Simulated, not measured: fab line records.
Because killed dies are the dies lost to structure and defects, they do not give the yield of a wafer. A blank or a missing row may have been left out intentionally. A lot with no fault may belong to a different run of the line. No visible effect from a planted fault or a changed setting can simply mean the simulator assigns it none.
A struck lot beside a sound one	flow n5_finfet	16 out of 1938 route steps
Sound: the wafers L430.1, L430.4, L430.5. Struck: wafers L447.1, L447.4, L447.5. The cause comes at the end.
Order at every step that has rows: each side's tool, ch and its chambers, its first start. Under that, the readings that differ: sound wafers	struck wafers	difference of the means	sigmas: that difference in standard deviations of wafers without a fault.
alike: a reading whose means differ by less than 2 such deviations, as well as words and numbers matching on both sides. not compared: withheld readings; readings where some wafer has no value; bounds like >300 that might hide an equal value; numbers whose values overlap and for which the record gives no deviation.
A row with sigmas, a row that says differs or no value, or rows on one side alone: a step with any of these is where the two part. Numbers that don't overlap but have no deviation are shown without sigmas and don't part them. A reading missing from all wafers of one side parts the sides only when that side holds two or more wafers.

first, 2 steps without rows for these wafers: N5_BEOL_M0_SRD_111 (time 30 s); N5_BEOL_M0_DEGAS_112 (time 60 s).
N5_BEOL_M0_PRE_CLEAN_113: time 30 s.
  sound on pvd_sputter-03 at day 6 00:15; struck on pvd_sputter-01 at day 10 03:38
  alike: heater_power_w, susceptor_temp_C
then, 1 step without rows for these wafers: N5_BEOL_M0_ALD_136 (deposits TaN, pulse time 2 s, purge time 3 s, co reactant purge time 2 s).
N5_BEOL_M0_SURFACE_TREAT_137:
  sound on pvd_sputter-02 at day 6 00:46; struck on pvd_sputter-03 at day 10 04:57
  not compared: pressure_mtorr, throttle_valve_pct
then, 1 step without rows for these wafers: N5_BEOL_M0_CVD_115 (deposits Co from CCTBA/H2, time 120 s).
N5_BEOL_M0_SPUTTER_116: material Cu, target thk 4 nm, time 7.37 s.
  sound on pvd_sputter-02 at day 6 01:04; struck on pvd_sputter-03 at day 10 05:15
  alike: chamber_pressure_pa, chuck_gas_flow_sccm, susceptor_temp_C, throttle_valve_pct
then, 1 step without rows for these wafers: N5_BEOL_M0_ANNEAL_117 (time 60 s).
N5_BEOL_M0_SPUTTER_132: material Cu, target thk 4 nm, time 7.37 s.
  sound on pvd_sputter-02 at day 6 01:11; struck on pvd_sputter-03 at day 10 05:22
  alike: chamber_pressure_pa, chuck_gas_flow_sccm, susceptor_temp_C, throttle_valve_pct
then, 2 steps without rows for these wafers: N5_BEOL_M0_ANNEAL_133 (time 60 s); N5_BEOL_M0_SPUTTER_134 (material Cu, target thk 4 nm, time 7.37 s).
N5_BEOL_M0_ANNEAL_135: time 60 s.
  sound on pvd_sputter-02 at day 6 01:23; struck on pvd_sputter-03 at day 10 05:34
  alike: heater_power_w, susceptor_temp_C
N5_BEOL_M0_SPUTTER_141: material Cu, target thk 4 nm, time 7.37 s.
  sound on pvd_sputter-02 at day 6 01:26; struck on pvd_sputter-03 at day 10 05:37
  no value came back on the struck wafers for chamber_pressure_pa (Pa), chuck_gas_flow_sccm (sccm), susceptor_temp_C (C), throttle_valve_pct (%); on the sound wafers chamber_pressure_pa (Pa) reads 0.07003 0.06984 0.07004
then, 1 step without rows for these wafers: N5_BEOL_M0_ECD_118 (material Cu, target thk 300 nm).
-- record jumps: 2 days separate the struck wafers' starts on either side; left off in module BEOL_M0, taken up again in module BEOL_M4, whose first shown step is the route's number 1111 --
N5_BEOL_M4_RC_MEAS_101:
  sound on prober-01 ch 0, day 8 16:07; struck on prober-02 ch 0, day 12 10:34
  alike: DIBL_N, DIBL_P, IOFF_N, IOFF_P, ION_N, ION_P, SS_N, SS_P, VT_N, VT_P
-- a jump in the record: the struck wafers' starts before and after are 4 days apart (it breaks off in module BEOL_M4 and resumes in module PASSIVATION, where the first step shown is number 1936 of the route) --
N5_PASSIVATION_PROBE_49:
  sound on prober-02 at day 13 04:38; struck on prober-01 at day 16 20:28
  alike: defect_limited_yield, killed_at_M0_to_M3, killed_at_M4_up, killed_at_contacts, killed_at_front_end, killed_at_other, killed_dies, killed_open, killed_short, sort_bin_5_function, sort_bin_6_memory, sort_n_pass, sort_yield_pct

WHERE THEY PART
Only at N5_BEOL_M0_SPUTTER_141, as far as this record shows. Later steps at which nothing parts them and some readings are alike: N5_BEOL_M4_RC_MEAS_101, N5_PASSIVATION_PROBE_49.

WHY: the cause the simulator had injected
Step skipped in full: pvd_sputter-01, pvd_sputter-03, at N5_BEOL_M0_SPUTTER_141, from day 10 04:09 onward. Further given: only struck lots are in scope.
